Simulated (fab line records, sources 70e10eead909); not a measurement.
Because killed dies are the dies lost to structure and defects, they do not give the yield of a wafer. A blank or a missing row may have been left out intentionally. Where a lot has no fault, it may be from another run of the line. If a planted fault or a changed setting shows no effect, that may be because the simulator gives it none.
What tool caused it? + flow nand_harc + 12 lots with 36 wafers sampled at 6 steps, on a route of 1302 steps

WHAT THE GAUGES SHOWED, per wafer
NHARC_A_ONON_D1_INSPECT_32. Usual: raw_defect_count reads 78 (standard deviation 27).
| lot  | measured     | on                | raw_defect_count | flag |
|------|--------------|-------------------|------------------|------|
| L503 | day 8 14:05  | defect_inspect-01 | 29 49 36         |      |
| L502 | day 8 14:05  | defect_inspect-02 | 87 59 63         |      |
| L504 | day 9 08:34  | defect_inspect-01 | 112 113 99       |      |
| L507 | day 10 13:49 | defect_inspect-02 | 57 70 72         |      |
| L509 | day 11 10:46 | defect_inspect-01 | 82 105 53        |      |
| L516 | day 14 08:00 | defect_inspect-02 | 43 67 44         |      |
| L517 | day 14 08:11 | defect_inspect-02 | 92 67 96         |      |
| L518 | day 14 23:40 | defect_inspect-02 | 92 72 46         |      |
| L521 | day 15 20:46 | defect_inspect-02 | 49 48 90         |      |
| L520 | day 15 20:47 | defect_inspect-01 | 73 43 35         |      |
| L522 | day 16 19:30 | defect_inspect-02 | 49 44 34         |      |
| L525 | day 18 01:19 | defect_inspect-02 | 53 83 88         |      |

NHARC_A_CHANNEL_HOLE_D1_CD_MEAS_10 targets a cd of 100 nm. Usual: cd_nm reads 99.7 nm (standard deviation 0.56).
| lot  | measured     | on        | cd_nm (nm)       | flag |
|------|--------------|-----------|------------------|------|
| L503 | day 8 18:43  | cd_sem-01 | 100.1 98.8 99.5  |      |
| L502 | day 8 18:54  | cd_sem-01 | 99.7 99.8 100.3  |      |
| L504 | day 9 14:13  | cd_sem-03 | 96.1 96.6 96.3   | OFF  |
| L507 | day 10 16:25 | cd_sem-03 | 96.4 96.7 95.8   | OFF  |
| L509 | day 11 16:23 | cd_sem-03 | 100.1 99.9 100.3 |      |
| L516 | day 14 13:41 | cd_sem-02 | 99.0 99.7 98.9   |      |
| L517 | day 14 13:57 | cd_sem-03 | 100.7 99.5 99.8  |      |
| L518 | day 15 03:13 | cd_sem-01 | 99.6 99.8 100.1  |      |
| L521 | day 16 02:04 | cd_sem-03 | 98.5 99.9 100.1  |      |
| L520 | day 16 02:23 | cd_sem-01 | 99.7 99.2 99.1   |      |
| L522 | day 17 00:32 | cd_sem-03 | 99.3 99.0 100.3  |      |
| L525 | day 18 06:52 | cd_sem-03 | 100.7 99.5 99.3  |      |

NHARC_A_CHANNEL_HOLE_D1_OVL_MEAS_11. Usual: overlay_x_nm 0.2 nm, standard deviation 0.85; overlay_y_nm 0.2 nm, standard deviation 0.78.
| lot  | measured     | on         | overlay_x_nm (nm) | overlay_y_nm (nm) | flag |
|------|--------------|------------|-------------------|-------------------|------|
| L503 | day 8 18:47  | overlay-01 | 1.0 0.8 0.5       | 0.7 0.3 0.5       |      |
| L502 | day 8 18:59  | overlay-02 | -0.2 -0.8 0.0     | -0.5 -0.7 -0.3    |      |
| L504 | day 9 14:19  | overlay-01 | 0.2 0.9 0.5       | -1.2 -1.1 -1.2    |      |
| L507 | day 10 16:30 | overlay-01 | 1.2 1.7 1.2       | 0.3 -0.1 -0.3     |      |
| L509 | day 11 16:28 | overlay-02 | 0.8 0.7 0.5       | 0.7 1.5 0.6       |      |
| L516 | day 14 13:46 | overlay-01 | 1.3 1.3 1.2       | -0.4 0.2 0.2      |      |
| L517 | day 14 14:02 | overlay-01 | -0.4 0.2 0.1      | -0.4 -1.3 -0.6    |      |
| L518 | day 15 03:18 | overlay-01 | -0.1 0.0 -0.1     | 0.0 -0.3 0.1      |      |
| L521 | day 16 02:10 | overlay-01 | -0.8 -0.1 -0.2    | -0.1 -0.4 -0.2    |      |
| L520 | day 16 02:29 | overlay-02 | 0.9 1.3 1.3       | 1.5 0.9 0.9       |      |
| L522 | day 17 00:37 | overlay-01 | -0.5 -0.9 0.2     | -0.5 -0.8 -0.2    |      |
| L525 | day 18 06:57 | overlay-01 | 0.5 0.9 0.4       | -0.7 0.1 -0.3     |      |

NHARC_A_CHANNEL_HOLE_D1_CD_MEAS_30. Usual: cd_nm reads 89.4 nm (standard deviation 1.2).
| lot  | measured     | on        | cd_nm (nm)     | flag |
|------|--------------|-----------|----------------|------|
| L503 | day 9 01:36  | cd_sem-02 | 92.3 90.0 88.8 |      |
| L502 | day 9 01:49  | cd_sem-01 | 90.6 88.5 90.0 |      |
| L504 | day 9 21:19  | cd_sem-02 | 85.6 87.1 84.9 |      |
| L507 | day 11 03:38 | cd_sem-02 | 86.3 87.2 85.3 |      |
| L509 | day 11 23:16 | cd_sem-02 | 90.8 89.5 89.5 |      |
| L516 | day 14 22:01 | cd_sem-02 | 89.8 88.5 89.3 |      |
| L517 | day 14 23:14 | cd_sem-03 | 89.0 90.4 89.3 |      |
| L518 | day 15 10:06 | cd_sem-02 | 89.5 87.9 89.9 |      |
| L521 | day 16 08:59 | cd_sem-02 | 87.7 88.2 89.8 |      |
| L520 | day 16 10:28 | cd_sem-02 | 88.7 88.6 87.5 |      |
| L522 | day 17 15:32 | cd_sem-03 | 87.2 88.1 88.5 |      |
| L525 | day 18 16:23 | cd_sem-02 | 91.6 91.5 88.0 |      |

WHAT TOOL EACH LOT RAN ON (gives the tool, then ch and the chambers of the sampled wafers, and finally the start)
| lot  | NHARC_A_CHANNEL_HOLE_D1_PEB_08    | NHARC_A_CHANNEL_HOLE_D1_ETCH_20  |
|------|-----------------------------------|----------------------------------|
| L503 | litho_track-06 ch 0, day 8 18:38  | har_etch-01 ch 0,1, day 8 20:17  |
| L502 | litho_track-04 ch 0, day 8 18:49  | har_etch-02 ch 0,1, day 8 20:23  |
| L504 | litho_track-06 ch 0, day 9 14:08  | har_etch-01 ch 0,1, day 9 15:45  |
| L507 | litho_track-06 ch 0, day 10 16:20 | har_etch-02 ch 0, day 10 18:23   |
| L509 | litho_track-04 ch 0, day 11 16:18 | har_etch-02 ch 0,1, day 11 17:52 |
| L516 | litho_track-06 ch 0, day 14 13:36 | har_etch-01 ch 0,1, day 14 16:36 |
| L517 | litho_track-04 ch 0, day 14 13:52 | har_etch-02 ch 0,1, day 14 17:40 |
| L518 | litho_track-06 ch 0, day 15 03:08 | har_etch-01 ch 0,1, day 15 04:41 |
| L521 | litho_track-06 ch 0, day 16 01:59 | har_etch-02 ch 0,1, day 16 03:39 |
| L520 | litho_track-06 ch 0, day 16 02:19 | har_etch-01 ch 0,1, day 16 05:08 |
| L522 | litho_track-06 ch 0, day 17 00:27 | har_etch-02 ch 0,1, day 17 10:07 |
| L525 | litho_track-01 ch 0, day 18 06:47 | har_etch-02 ch 0,1, day 18 10:57 |
- NHARC_A_CHANNEL_HOLE_D1_PEB_08: peb time 65 s.
- NHARC_A_CHANNEL_HOLE_D1_ETCH_20: etches the open film in C4F8/O2/Ar, time 361.9 s, target depth 1600 nm.

WHAT THE TOOLS THEMSELVES READ (means of the sampled wafers that have a number; where no wafer has one, the mark that the record gives instead)
NHARC_A_CHANNEL_HOLE_D1_PEB_08. Usual: heater_power_total_W 156.6 W, standard deviation 0.41; plate_temp_C 100.00 C, standard deviation 0.13.
| lot  | tool           | heater_power_total_W (W) | plate_temp_C (C) | flag |
|------|----------------|--------------------------|------------------|------|
| L503 | litho_track-06 | 157.0                    | 100.07           |      |
| L502 | litho_track-04 | 156.8                    | 100.04           |      |
| L504 | litho_track-06 | 154.0                    | 98.90            | OFF  |
| L507 | litho_track-06 | 154.2                    | 98.70            | OFF  |
| L509 | litho_track-04 | 156.8                    | 99.72            |      |
| L516 | litho_track-06 | 156.6                    | 100.16           |      |
| L517 | litho_track-04 | 156.7                    | 99.92            |      |
| L518 | litho_track-06 | 156.4                    | 100.08           |      |
| L521 | litho_track-06 | 156.9                    | 99.95            |      |
| L520 | litho_track-06 | 156.5                    | 100.01           |      |
| L522 | litho_track-06 | 156.6                    | 100.14           |      |
| L525 | litho_track-01 | 156.5                    | 100.12           |      |

NHARC_A_CHANNEL_HOLE_D1_ETCH_20. Usual: drypump_motor_current_A 6.2 A, standard deviation 0.35; oes_air_line_au 0.999 a.u., standard deviation 0.021; showerhead_plenum_p_Torr 3.67 Torr, standard deviation 0.11; throttle_valve_pct 32.155 %, standard deviation 0.0089.
| lot  | tool        | drypump_motor_current_A (A) | oes_air_line_au (a.u.) | showerhead_plenum_p_Torr (Torr) | throttle_valve_pct (%) | flag |
|------|-------------|-----------------------------|------------------------|---------------------------------|------------------------|------|
| L503 | har_etch-01 | 6.1                         | 0.995                  | 3.73                            | 32.159                 |      |
| L502 | har_etch-02 | 6.5                         | 0.999                  | 3.68                            | 32.160                 |      |
| L504 | har_etch-01 | 6.1                         | 0.993                  | 3.73                            | 32.153                 |      |
| L507 | har_etch-02 | 5.9                         | 0.992                  | 3.50                            | 32.160                 |      |
| L509 | har_etch-02 | 6.5                         | 0.992                  | 3.66                            | 32.153                 |      |
| L516 | har_etch-01 | 6.1                         | 1.007                  | 3.69                            | 32.154                 |      |
| L517 | har_etch-02 | 6.2                         | 1.013                  | 3.55                            | 32.147                 |      |
| L518 | har_etch-01 | 6.1                         | 0.994                  | 3.68                            | 32.156                 |      |
| L521 | har_etch-02 | 6.1                         | 1.021                  | 3.54                            | 32.159                 |      |
| L520 | har_etch-01 | 6.1                         | 1.005                  | 3.68                            | 32.164                 |      |
| L522 | har_etch-02 | 6.5                         | 1.012                  | 3.78                            | 32.147                 |      |
| L525 | har_etch-02 | 6.5                         | 1.000                  | 3.77                            | 32.151                 |      |

THE ANSWER, worked out from the rows above alone
Rule: a lot counts as off when the mean over its wafers that have a number is more than 3 standard deviations away from the usual mean. Also off: a lot with no number at a reading for which 4 or more lots have one. Any other lot the step has rows for is counted as sound. First the gauges in route order, then the tools' own readings, where a lot's mean is used as printed above. The first step at which some lot is off is used, and at that step the reading that is off furthest; a lot without a number counts as furthest.
Off: L504, L507, at NHARC_A_CHANNEL_HOLE_D1_CD_MEAS_10 (cd_nm).
If a tool, at a process step before that reading, ran all the lots that are off and no sound lot after the first of them, it fits. Not tried: the gauges at NHARC_A_CHANNEL_HOLE_D1_CD_MEAS_10; whatever is off there is also off at NHARC_A_CHANNEL_HOLE_D1_PEB_08, on other tools, and gauge error can't account for it. Not one of the candidates tried fits.

WHAT WAS PUT IN BY THE SIMULATOR
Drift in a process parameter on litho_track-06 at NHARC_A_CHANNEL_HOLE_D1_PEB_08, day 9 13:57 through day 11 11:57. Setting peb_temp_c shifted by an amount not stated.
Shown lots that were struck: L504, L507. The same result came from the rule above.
